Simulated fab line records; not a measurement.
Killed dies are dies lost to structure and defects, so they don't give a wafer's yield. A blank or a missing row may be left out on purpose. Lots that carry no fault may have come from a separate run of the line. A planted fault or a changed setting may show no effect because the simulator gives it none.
fab line records -- flow n5Finfet -- part 2 of 2: steps 23 to 35 of 35
record lots=5, wafers=15, lastDay=15
route steps=1938 shown BEOL_M8@1334
lots untouched by any fault: they come from a run of this same line in which no faults occurred
startH: the number of hours between the record's first day and the start of the first shown wafer of the lot -- waitH: hours from the lot's prior step to this one -- " repeats the value in the row above -- L1.1+2: a single row standing in for several wafers -- - no value, or no start was given -- * or withheld: withheld -- < > ~ a bound
route shown NAME@n: a module of which the file shows steps, and the number in the route of the first -- usual: average and standard deviation across the fault-free wafers -- same: alike in all rows -- chamber/n: place in a boat -- sites: each site's reading -- _std_site: the standard deviation of these -- _edge_site: the outer-site mean with the inner-site mean subtracted -- radiusMm: for every site, how far away it sits from the centre of the wafer -- mask NAME#n: copy n -- behind: the last tool/chamber to shape the wafer -- hold: reason for holding the lot/hours on hold/outcome of the hold -- device: transistor that didn't switch, given as n, p or np -- end of line: the route-end tests of the same wafers -- step lacking rows: just its recipe -- killed: the dies lost at the first sort to structure and to defects; this is not the yield of the wafer -- map: the dies of a wafer, with x for killed, . for not killed, _ for no die there
set.NAME: the run value of the setting; set.NAME@STEP: its run value at that earlier step -- model.NAME: the simulator's own value behind a step, which no gauge read
lots seen at some steps along the route; tables by step, rows by wafer
services: the hour from which a tool's chamber was out of use, counted from the record's first day as startH (under 0 if before that day), plus the number of hours and why
## steps
# step N5_BEOL_M8_COAT_63
# recipe resist=SOC, tempC=250, timeS=60, spinRpm=1500, resistThkNm=60
lot.wafer,tool,chamber,startH,waitH
L074.1+3+6,lithoTrack-04,0,209.74,0.1
L077.1+5+6,lithoTrack-04,0,230.74,2.8
L081.1+2+5,lithoTrack-02,0,250.43,1.0
L085.2+3+6,lithoTrack-05,0,273.92,2.2
L086.3+4+5,lithoTrack-02,0,280.78,0.9
# step N5_BEOL_M8_COAT_64
# recipe resist=SiARC, tempC=220, timeS=60, spinRpm=1500, resistThkNm=12
lot.wafer,tool,chamber,startH,waitH
L074.1+3+6,lithoTrack-04,0,-,-
L077.1+5+6,lithoTrack-04,0,-,-
L081.1+2+5,lithoTrack-02,0,-,-
L085.2+3+6,lithoTrack-05,0,-,-
L086.3+4+5,lithoTrack-02,0,-,-
# step N5_BEOL_M8_COAT_71
# recipe resist=underlayer, tempC=205, timeS=60, spinRpm=1500, resistThkNm=5
lot.wafer,tool,chamber,startH,waitH
L074.1+3+6,lithoTrack-04,0,-,-
L077.1+5+6,lithoTrack-04,0,-,-
L081.1+2+5,lithoTrack-02,0,-,-
L085.2+3+6,lithoTrack-05,0,-,-
L086.3+4+5,lithoTrack-02,0,-,-
# step N5_BEOL_M8_COAT_22
# recipe resist=CAR-EUV, spinRpm=1500, resistThkNm=30
lot.wafer,tool,chamber,startH,waitH
L074.1+3+6,lithoTrack-04,0,-,-
L077.1+5+6,lithoTrack-04,0,-,-
L081.1+2+5,lithoTrack-02,0,-,-
L085.2+3+6,lithoTrack-05,0,-,-
L086.3+4+5,lithoTrack-02,0,-,-
# step N5_BEOL_M8_EBR_24
# recipe solvent=PGMEA, ebrWidthMm=1.5
lot.wafer,tool,chamber,startH,waitH
L074.1+3+6,lithoTrack-04,0,-,-
L077.1+5+6,lithoTrack-04,0,-,-
L081.1+2+5,lithoTrack-02,0,-,-
L085.2+3+6,lithoTrack-05,0,-,-
L086.3+4+5,lithoTrack-02,0,-,-
# step N5_BEOL_M8_SOFTBAKE_23
# recipe tempC=110, timeS=60, resist=CAR-EUV
lot.wafer,tool,chamber,startH,waitH
L074.1+3+6,lithoTrack-04,0,-,-
L077.1+5+6,lithoTrack-04,0,-,-
L081.1+2+5,lithoTrack-02,0,-,-
L085.2+3+6,lithoTrack-05,0,-,-
L086.3+4+5,lithoTrack-02,0,-,-
# step N5_BEOL_M8_EXPOSE_25
# recipe maskId=V7, na=0.33, sourceShape=annular, sigmaInner=0.4, sigmaOuter=0.8, polarization=unpolarized, targetCdNm=40, doseMj=42.5
# usual stageMsdNm=0.895/0.013
lot.wafer,tool,chamber,startH,waitH,mask,stageMsdNm
L074.1,euvScanner-02,0,210.01,-,V7#0,0.884
L074.3,euvScanner-02,0,210.01,-,V7#0,0.884
L074.6,euvScanner-02,0,210.01,-,V7#0,0.882
L077.1,euvScanner-02,0,230.87,-,V7#0,0.883
L077.5,euvScanner-02,0,230.87,-,V7#0,0.883
L077.6,euvScanner-02,0,230.87,-,V7#0,0.881
L081.1,euvScanner-02,0,250.69,-,V7#0,0.882
L081.2,euvScanner-02,0,250.69,-,V7#0,0.881
L081.5,euvScanner-02,0,250.69,-,V7#0,0.881
L085.2,euvScanner-02,0,274.18,-,V7#0,0.884
L085.3,euvScanner-02,0,274.18,-,V7#0,0.882
L085.6,euvScanner-02,0,274.18,-,V7#0,0.884
L086.3,euvScanner-02,0,280.93,-,V7#0,0.886
L086.4,euvScanner-02,0,280.93,-,V7#0,0.887
L086.5,euvScanner-02,0,280.93,-,V7#0,0.884
# step N5_BEOL_M8_PEB_26
# recipe pebTempC=100, pebTimeS=60, resist=CAR-EUV
lot.wafer,tool,chamber,startH,waitH
L074.1+3+6,lithoTrack-05,0,210.07,0.1
L077.1+5+6,lithoTrack-04,0,230.94,0.1
L081.1+2+5,lithoTrack-04,0,250.76,0.1
L085.2+3+6,lithoTrack-02,0,274.24,0.1
L086.3+4+5,lithoTrack-04,0,280.98,0.0
# step N5_BEOL_M8_DEVELOP_27
# recipe developTimeS=30, developer=TMAH, resist=CAR-EUV, rinseLiquid=surfactantRinse, dry=airSpin, devTempC=23
lot.wafer,tool,chamber,startH,waitH
L074.1+3+6,lithoTrack-05,0,-,-
L077.1+5+6,lithoTrack-04,0,-,-
L081.1+2+5,lithoTrack-04,0,-,-
L085.2+3+6,lithoTrack-02,0,-,-
L086.3+4+5,lithoTrack-04,0,-,-
# step N5_BEOL_M8_CD_MEAS_28
# recipe targetCdNm=40, landingEnergyEv=500, detector=seInlens
# usual cdNm=40.00/0.28
lot.wafer,tool,chamber,startH,waitH,cdNm
L074.1,cdSem-03,0,210.14,-,40.17
L074.3,cdSem-03,0,210.14,-,40.44
L074.6,cdSem-03,0,210.14,-,39.76
L077.1,cdSem-01,0,231.01,-,39.78
L077.5,cdSem-01,0,231.01,-,39.63
L077.6,cdSem-01,0,231.01,-,39.91
L081.1,cdSem-03,0,250.83,-,39.95
L081.2,cdSem-03,0,250.83,-,39.50
L081.5,cdSem-03,0,250.83,-,39.98
L085.2,cdSem-03,0,274.31,-,39.88
L085.3,cdSem-03,0,274.31,-,39.59
L085.6,cdSem-03,0,274.31,-,40.04
L086.3,cdSem-01,0,281.05,-,40.00
L086.4,cdSem-01,0,281.05,-,39.85
L086.5,cdSem-01,0,281.05,-,39.15
# step N5_BEOL_M8_OVL_MEAS_29
# recipe pointsPerWafer=522
# usual V7_OVL=0.0/0.58
lot.wafer,tool,chamber,startH,waitH,V7_OVL[nm]
L074.1,overlay-02,0,210.17,0.0,0.2
L074.3,overlay-02,0,210.17,0.0,-0.4
L074.6,overlay-02,0,210.17,0.0,-0.8
L077.1,overlay-02,0,231.04,0.0,0.7
L077.5,overlay-02,0,231.04,0.0,-0.2
L077.6,overlay-02,0,231.04,0.0,-0.2
L081.1,overlay-02,0,250.86,0.0,-1.1
L081.2,overlay-02,0,250.86,0.0,0.3
L081.5,overlay-02,0,250.86,0.0,0.1
L085.2,overlay-02,0,274.35,0.0,-0.6
L085.3,overlay-02,0,274.35,0.0,0.1
L085.6,overlay-02,0,274.35,0.0,0.5
L086.3,overlay-02,0,281.09,0.0,0.1
L086.4,overlay-02,0,281.09,0.0,-0.2
L086.5,overlay-02,0,281.09,0.0,0.4
# step N5_BEOL_M8_INSPECT_30
# recipe mode=adi, inspectInstrument=brightfield
# usual rawDefectCount=382/75
lot.wafer,tool,chamber,startH,waitH,rawDefectCount
L074.1,defectInspect-02,-,210.23,0.1,359
L074.3,defectInspect-02,-,210.23,0.1,300
L074.6,defectInspect-02,-,210.23,0.1,372
L077.1,defectInspect-02,-,231.09,0.1,318
L077.5,defectInspect-02,-,231.09,0.1,388
L077.6,defectInspect-02,-,231.09,0.1,358
L081.1,defectInspect-01,-,250.92,0.1,442
L081.2,defectInspect-01,-,250.92,0.1,400
L081.5,defectInspect-01,-,250.92,0.1,380
L085.2,defectInspect-01,-,274.40,0.0,417
L085.3,defectInspect-01,-,274.40,0.0,418
L085.6,defectInspect-01,-,274.40,0.0,308
L086.3,defectInspect-02,-,281.31,0.2,450
L086.4,defectInspect-02,-,281.31,0.2,459
L086.5,defectInspect-02,-,281.31,0.2,457
# step N5_BEOL_M8_DESCUM_33
# recipe chemistry=O2, timeS=7, sourcePowerW=50, biasPowerW=20, pressureMtorr=20, rfFrequencyHz=2.712e+07, tempC=40, resist=CAR-EUV, o2FlowSccm=225
# usual drypumpMotorCurrentA=5.5/0.38, oesProductAu=0.81/0.092, rfVppV=243.0/1.8, showerheadPlenumPTorr=2.08/0.089, tempC=40.00/0.11, throttleValvePct=20.3/0.32
lot.wafer,tool,chamber,startH,waitH,drypumpMotorCurrentA,oesProductAu,rfHoursCounterH,rfVppV,showerheadPlenumPTorr,tempC,throttleValvePct
L074.1,rieDiel-04,3,210.26,0.0,5.1,0.91,10,243.9,2.15,40.03,19.9
L074.3,rieDiel-04,2,210.26,0.0,5.7,0.68,253,245.0,2.12,40.22,20.6
L074.6,rieDiel-04,3,210.26,0.0,5.1,0.91,-,242.8,2.15,40.06,19.9
L077.1,rieDiel-04,1,231.13,0.0,5.6,0.99,9,245.9,2.20,40.03,20.0
L077.5,rieDiel-04,1,231.13,0.0,5.6,0.99,-,244.9,2.20,40.14,20.0
L077.6,rieDiel-04,3,231.13,0.0,5.1,0.89,-,244.2,2.15,39.93,19.9
L081.1,rieDiel-04,2,251.31,0.4,5.7,0.93,8,243.4,2.12,40.02,20.4
L081.2,rieDiel-04,0,251.31,0.4,6.0,0.87,38,242.6,2.13,39.88,20.2
L081.5,rieDiel-04,2,251.31,0.4,5.7,0.93,-,244.9,2.12,39.92,20.4
L085.2,rieDiel-05,0,275.80,1.4,4.8,0.70,227,240.8,1.95,40.19,20.4
L085.3,rieDiel-05,2,275.80,1.4,5.7,0.74,179,239.5,1.92,40.06,21.0
L085.6,rieDiel-05,2,275.80,1.4,5.7,0.75,-,240.5,1.92,40.05,21.0
L086.3,rieDiel-05,1,281.35,0.0,5.6,0.75,111,242.3,2.02,40.08,20.3
L086.4,rieDiel-05,2,281.35,0.0,5.7,0.74,-,241.0,1.92,40.01,21.0
L086.5,rieDiel-05,0,281.35,0.0,4.9,0.69,-,241.4,1.95,39.92,20.4
## services
tool,chamber,startH,hours,kind
arfiScanner-03,-,190.58,1.0,pm
arfiScanner-02,-,192.35,1.0,pm
rieDiel-01,3,195.47,16.5,repair
pecvd-02,-,195.94,0.3,repair
arfiScanner-02,-,196.54,0.8,pm
rieDiel-04,0,199.60,4.3,repair
pecvd-04,-,204.84,5.5,pm
arfiScanner-03,-,212.52,1.3,pm
arfiScanner-02,-,212.78,5.0,repair
rieMetal-03,-,218.58,4.9,repair
arfiScanner-01,-,228.44,1.0,pm
arfiScanner-02,-,229.49,0.8,pm
euvScanner-02,-,232.31,1.0,pm
rieDiel-05,0,245.48,11.8,repair
arfiScanner-02,-,255.46,1.0,pm
rieDiel-01,-,259.93,15.6,pm
arfiScanner-03,-,263.87,0.8,pm
arfiScanner-02,-,265.03,4.8,repair
arfiScanner-01,-,265.28,1.3,pm
rieDiel-05,3,266.21,-,clean
rieDiel-05,3,266.21,-,consumableReplace:focusRing
rieDiel-05,3,266.21,19.3,scheduledDown
rieDiel-05,3,266.21,19.3,ventCycle
arfiScanner-01,-,276.72,1.0,pm
